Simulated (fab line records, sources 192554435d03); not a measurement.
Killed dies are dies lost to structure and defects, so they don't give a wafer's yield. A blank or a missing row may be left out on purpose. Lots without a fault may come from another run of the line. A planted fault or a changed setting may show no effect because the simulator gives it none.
Which tool did it? | flow n5_finfet | 14 lots, 34 wafers sampled, at 4 steps of a route of 1938

WHAT THE GAUGES READ, wafer by wafer
N5_PMOS_HMC_CHANNEL_EPI_THK_MEAS_22. Usual: HMC_CMP_THK 54.3 nm, standard deviation 0.73.
lot  | measured    | on            | HMC_CMP_THK (nm) | flag
L139 | day 1 20:26 | film_metro-02 | 54.3 53.9 54.2   |
L143 | day 2 20:29 | film_metro-02 | 53.9 55.4 53.8   |
L144 | day 3 01:58 | film_metro-02 | 54.1 53.8        |
L145 | day 3 08:16 | film_metro-01 | 56.5 54.6        |
L146 | day 3 13:58 | film_metro-02 | 53.8 53.8 54.5   |
L147 | day 3 19:25 | film_metro-02 | 55.0 53.5        |
L149 | day 4 08:31 | film_metro-01 | 54.4 54.1 53.6   |
L150 | day 4 13:43 | film_metro-01 | 53.6 52.0        |
L154 | day 5 14:23 | film_metro-02 | 51.6 53.7        |
L155 | day 5 21:00 | film_metro-02 | 51.7 52.8        |
L158 | day 6 14:52 | film_metro-01 | 54.7 54.7        |
L159 | day 6 20:48 | film_metro-02 | 53.5 55.1        |
L160 | day 7 02:13 | film_metro-02 | 53.9 55.0 53.0   |
L161 | day 7 09:20 | film_metro-02 | 55.0 53.2 53.7   |

N5_PMOS_HMC_CHANNEL_EPI_INSPECT_30: inspects for defects (darkfield). Usual: raw_defect_count 19, standard deviation 6.2.
lot  | measured    | on                | raw_defect_count | flag
L139 | day 1 20:55 | defect_inspect-01 | 26 36 34         |
L143 | day 2 21:11 | defect_inspect-01 | 24 29 21         |
L144 | day 3 02:41 | defect_inspect-02 | 22 15            |
L145 | day 3 08:45 | defect_inspect-02 | 26 19            |
L146 | day 3 14:33 | defect_inspect-01 | 17 24 20         |
L147 | day 3 19:59 | defect_inspect-01 | 13 15            |
L149 | day 4 09:01 | defect_inspect-01 | 17 22 22         |
L150 | day 4 14:19 | defect_inspect-02 | 24 23            |
L154 | day 5 15:05 | defect_inspect-01 | 12 12            |
L155 | day 5 21:35 | defect_inspect-01 | 14 21            |
L158 | day 6 15:27 | defect_inspect-02 | 21 15            |
L159 | day 6 21:31 | defect_inspect-02 | 8 19             |
L160 | day 7 02:47 | defect_inspect-02 | 19 13 23         |
L161 | day 7 09:49 | defect_inspect-02 | 19 16 14         |

WHICH TOOL RAN EACH LOT (tool, then ch and the chambers of the sampled wafers, then the start)
lot  | N5_PMOS_HMC_CHANNEL_EPI_FIN_RECESS_16 | N5_PMOS_HMC_CHANNEL_EPI_EPI_26
L139 | rie_si-01 ch 2,3, day 1 18:14         | epi_rpcvd-01 ch 0, day 1 20:39
L143 | rie_si-02 ch 0,1,2, day 2 18:41       | epi_rpcvd-03 ch 0, day 2 20:35
L144 | rie_si-01 ch 2,3, day 3 00:10         | epi_rpcvd-03 ch 0, day 3 02:05
L145 | rie_si-02 ch 0,2, day 3 05:32         | epi_rpcvd-04 ch 0, day 3 08:32
L146 | rie_si-06 ch 0,1,3, day 3 12:10       | epi_rpcvd-03 ch 0, day 3 14:05
L147 | rie_si-02 ch 0,2, day 3 17:37         | epi_rpcvd-03 ch 0, day 3 19:43
L149 | rie_si-06 ch 0,1, day 4 06:19         | epi_rpcvd-04 ch 0, day 4 08:41
L150 | rie_si-06 ch 2,3, day 4 11:55         | epi_rpcvd-03 ch 0, day 4 13:58
L154 | rie_si-06 ch 0,1, day 5 12:10         | epi_rpcvd-03 ch 0, day 5 14:29
L155 | rie_si-06 ch 0,1, day 5 18:11         | epi_rpcvd-01 ch 0, day 5 21:07
L158 | rie_si-02 ch 0,1, day 6 13:04         | epi_rpcvd-01 ch 0, day 6 15:02
L159 | rie_si-02 ch 0,3, day 6 18:35         | epi_rpcvd-03 ch 0, day 6 20:59
L160 | rie_si-02 ch 0,2,3, day 7 00:01       | epi_rpcvd-03 ch 0, day 7 02:31
L161 | rie_si-02 ch 1,2, day 7 07:32         | epi_rpcvd-04 ch 0, day 7 09:27
- N5_PMOS_HMC_CHANNEL_EPI_FIN_RECESS_16: chemistry HBr/Cl2, target Si, target depth 54 nm, time 18 s.
- N5_PMOS_HMC_CHANNEL_EPI_EPI_26: deposits Si from SiH4/H2, target thk 3.8 nm, time 22.7 s.

WHAT THE TOOLS THEMSELVES READ (means of the sampled wafers that have a number; where no wafer has one, the mark that the record gives instead)
N5_PMOS_HMC_CHANNEL_EPI_FIN_RECESS_16. Usual: drypump_motor_current_A 5.7 A, standard deviation 0.47; oes_product_au 1.004 a.u., standard deviation 0.018; throttle_valve_pct 35.41 %, standard deviation 0.3.
lot  | tool      | drypump_motor_current_A (A) | oes_product_au (a.u.) | throttle_valve_pct (%) | flag
L139 | rie_si-01 | 5.7                         | 0.985                 | 35.60                  |
L143 | rie_si-02 | 5.7                         | 1.011                 | 35.37                  |
L144 | rie_si-01 | 5.7                         | 0.986                 | 35.56                  |
L145 | rie_si-02 | 5.8                         | 1.017                 | 35.41                  |
L146 | rie_si-06 | 5.5                         | 0.985                 | 35.34                  |
L147 | rie_si-02 | 5.8                         | 0.998                 | 35.43                  |
L149 | rie_si-06 | 5.6                         | 0.993                 | 35.08                  |
L150 | rie_si-06 | 5.2                         | 0.994                 | 35.44                  |
L154 | rie_si-06 | 5.7                         | 0.987                 | 35.30                  |
L155 | rie_si-06 | 5.6                         | 0.988                 | 35.30                  |
L158 | rie_si-02 | 5.3                         | 1.016                 | 35.29                  |
L159 | rie_si-02 | 5.8                         | 1.012                 | 35.45                  |
L160 | rie_si-02 | 6.0                         | 1.004                 | 35.49                  |
L161 | rie_si-02 | 6.0                         | 1.006                 | 35.47                  |

N5_PMOS_HMC_CHANNEL_EPI_EPI_26. Usual: throttle_valve_pct 11.19 %, standard deviation 0.18.
lot  | tool         | throttle_valve_pct (%) | flag
L139 | epi_rpcvd-01 | 11.27                  |
L143 | epi_rpcvd-03 | 11.09                  |
L144 | epi_rpcvd-03 | 11.11                  |
L145 | epi_rpcvd-04 | 11.25                  |
L146 | epi_rpcvd-03 | 11.15                  |
L147 | epi_rpcvd-03 | 11.03                  |
L149 | epi_rpcvd-04 | 11.25                  |
L150 | epi_rpcvd-03 | 10.93                  |
L154 | epi_rpcvd-03 | 11.05                  |
L155 | epi_rpcvd-01 | 11.45                  |
L158 | epi_rpcvd-01 | 11.37                  |
L159 | epi_rpcvd-03 | 10.82                  |
L160 | epi_rpcvd-03 | 11.17                  |
L161 | epi_rpcvd-04 | 11.18                  |

THE ANSWER, worked out from the rows above alone
Rule: a lot is off if the mean of its wafers that have a number lies more than 3 standard deviations from the usual mean. A lot without any number at a reading at which 4 lots or more have one is off too. The other lots that the step has rows for count as sound. The gauges are gone through in route order, then the tools' own readings, and for those a lot's mean is taken as printed above. The first step at which some lot is off is used, and at that step the reading that is off furthest; a lot without a number counts as furthest.
No lot is off at any reading shown: from this, nothing can be told.

WHAT THE SIMULATOR HAD PUT IN
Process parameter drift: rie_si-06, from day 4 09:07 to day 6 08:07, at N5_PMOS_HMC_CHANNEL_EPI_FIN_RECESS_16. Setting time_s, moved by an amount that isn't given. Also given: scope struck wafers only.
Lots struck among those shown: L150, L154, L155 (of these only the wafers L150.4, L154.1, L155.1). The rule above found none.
